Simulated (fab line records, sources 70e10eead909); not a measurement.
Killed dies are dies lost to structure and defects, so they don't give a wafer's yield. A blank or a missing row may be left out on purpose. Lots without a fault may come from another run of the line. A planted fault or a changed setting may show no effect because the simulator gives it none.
A struck lot beside a sound one | flow nand_harc | 14 steps out of a route of 1302
Sound: wafers L933.2, L933.3, L933.5. Struck: wafers L934.3, L934.4, L934.6. The cause comes at the end.
At each step with rows: each side's tool, then ch and its chambers, then its first start. Under that, the readings that differ: sound wafers | struck wafers | difference of the means | sigmas: that difference in standard deviations of wafers without a fault.
alike: readings whose means differ by less than 2 such deviations, and words and numbers that are the same on both sides. not compared: withheld readings, readings that some wafer has no value for, bounds like >300 that may hide the same value, and numbers for which the record gives no deviation and whose values overlap.
The two part at a step that has a row with sigmas, a row that says differs or no value, or rows on one side only. Numbers that don't overlap but have no deviation are shown without sigmas and don't part them. A reading that every wafer of one side lacks parts them only if that side has two wafers or more.

NHARC_A_ONON_D2_THK_MEAS_08: measures by ellipsometry.
  sound on film_metro-02, day 15 05:13; struck on film_metro-02, day 15 23:13
  alike: thk_nm
then, 1 step without rows for these wafers: NHARC_A_ONON_D2_DEP_09 (target thk 1000 nm).
NHARC_A_ONON_D2_THK_MEAS_11: measures by ellipsometry.
  sound on film_metro-02, day 15 05:47; struck on film_metro-02, day 15 23:47
  alike: thk_nm
then, 1 step without rows for these wafers: NHARC_A_ONON_D2_DEP_12 (target thk 1000 nm).
NHARC_A_ONON_D2_THK_MEAS_14: measures by ellipsometry.
  sound on film_metro-02, day 15 06:22; struck on film_metro-02, day 16 00:21
  alike: thk_nm
then, 2 steps without rows for these wafers: NHARC_A_ONON_D2_ANNEAL_15 (time 3600 s); NHARC_A_ONON_D2_DEP_16 (target thk 1000 nm).
NHARC_A_ONON_D2_THK_MEAS_18: measures by ellipsometry.
  sound on film_metro-02, day 15 16:53; struck on film_metro-02, day 16 12:01
  alike: thk_nm
then, 1 step without rows for these wafers: NHARC_A_ONON_D2_DEP_19 (target thk 1000 nm).
NHARC_A_ONON_D2_THK_MEAS_21: measures by ellipsometry.
  sound on film_metro-02, day 15 17:28; struck on film_metro-02, day 16 12:35
  alike: thk_nm
then, 1 step without rows for these wafers: NHARC_A_ONON_D2_DEP_22 (target thk 1000 nm).
NHARC_A_ONON_D2_THK_MEAS_24: measures by ellipsometry.
  sound on film_metro-02, day 15 18:02; struck on film_metro-02, day 16 13:09
  alike: thk_nm
NHARC_A_ONON_D2_DEP_25: target thk 1000 nm.
  sound on pecvd_onon-01 ch 0, day 15 18:09; struck on pecvd_onon-04 ch 0, day 16 13:20
NHARC_A_ONON_D2_THK_MEAS_27: measures by ellipsometry.
  sound on film_metro-02, day 15 18:37; struck on film_metro-02, day 16 13:53
  reading     | sound       | struck      | difference | sigmas
  thk_nm (nm) | 992 992 994 | 915 914 916 | -78        | -10
  not compared: hold

WHERE THEY PART
Only at NHARC_A_ONON_D2_THK_MEAS_27, within this record.

WHY: what the simulator had put in
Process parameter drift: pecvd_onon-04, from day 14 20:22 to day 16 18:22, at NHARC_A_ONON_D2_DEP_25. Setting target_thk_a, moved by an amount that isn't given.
